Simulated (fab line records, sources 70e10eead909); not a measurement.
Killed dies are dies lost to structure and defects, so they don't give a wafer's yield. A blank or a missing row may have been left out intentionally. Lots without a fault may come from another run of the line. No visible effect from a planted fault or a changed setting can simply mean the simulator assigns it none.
Comparing a struck lot with a sound one ; flow nandHarc ; 15 steps out of a route of 1302
Sound: wafers L742.1, L742.2, L742.6. Wafers struck: L760.2, L760.5, L760.6. Last of all comes the cause.
Per side, at each step with rows, come the tool, then ch with its chambers, and then its first start. Under that, the readings that differ: sound wafers ; struck wafers ; difference of the means ; sigmas: that difference in standard deviations of wafers without a fault.
alike: a reading whose means differ by less than 2 such deviations, as well as words and numbers matching on both sides. not compared: withheld readings; readings where some wafer has no value; bounds like >300 that might hide an equal value; numbers whose values overlap and for which the record gives no deviation.
The two part at a step that has a row with sigmas, a row that says differs or no value, or rows on one side only. Numbers that don't overlap but have no deviation are shown without sigmas and don't part them. A reading that every wafer of one side lacks parts them only if that side has two wafers or more.

NHARC_P_START_INSPECT_01:
  sound on defectInspect-01 at day 1 20:02; struck on defectInspect-01 at day 9 08:02
  alike: rawDefectCount
then, 9 steps without rows for these wafers: NHARC_P_ZERO_WELL_PRECLEAN_00 (cleans in SPM, time 600 s); NHARC_P_ZERO_WELL_SRD_01; NHARC_P_ZERO_WELL_PECVD_02 (deposits SiO2, target thk 10 nm); NHARC_P_ZERO_WELL_DEHYDRATE_03 (time 120 s); NHARC_P_ZERO_WELL_HMDS_04 (time 30 s); NHARC_P_ZERO_WELL_COAT_64 (time 65 s); NHARC_P_ZERO_WELL_COAT_05 (resist thk 600 nm); NHARC_P_ZERO_WELL_SOFTBAKE_06 (time 70 s); NHARC_P_ZERO_WELL_EBR_07.
NHARC_P_ZERO_WELL_EXPOSE_08: exposes mask P ZERO, target cd 500 nm.
  sound on krfScanner-02 ch 0, day 1 21:06; struck on krfScanner-01 ch 0, day 9 09:06
reading;sound;struck;difference;sigmas
exposureDoseMJCm2;33.71 33.71 33.73;24.83 24.83 24.76;-8.91;-99 or more
  alike: mask
then, 2 steps without rows for these wafers: NHARC_P_ZERO_WELL_PEB_09 (peb time 80 s); NHARC_P_ZERO_WELL_DEVELOP_10 (time 50 s).
NHARC_P_ZERO_WELL_CD_MEAS_11 targets a cd of 500 nm.
  sound on cdSem-01 ch 0, day 1 21:16; struck on cdSem-02 ch 0
reading;sound;struck;difference;sigmas
cdNm (nm);502.9 501.9 504.8;445.4 443.3 447.6;-57.8;-29
  not compared: hold
-- break in the record here, with 23 days between the starts of the struck wafers on either side (left off in module P_ZERO_WELL, picked up again in module END, where the first step shown is number 1302 on the route) --
NHARC_END_SORT_01:
  the record has rows for the struck wafers here (prober-01 ch 0, day 32 04:10) and none for the sound ones

WHERE THEY PART
Last at NHARC_END_SORT_01 as far as this record goes, first at NHARC_P_ZERO_WELL_EXPOSE_08.

WHY: whatever the simulator had introduced
Drift in process parameters on krfScanner-01 at NHARC_P_ZERO_WELL_EXPOSE_08, starting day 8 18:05. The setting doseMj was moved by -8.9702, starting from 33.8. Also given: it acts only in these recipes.
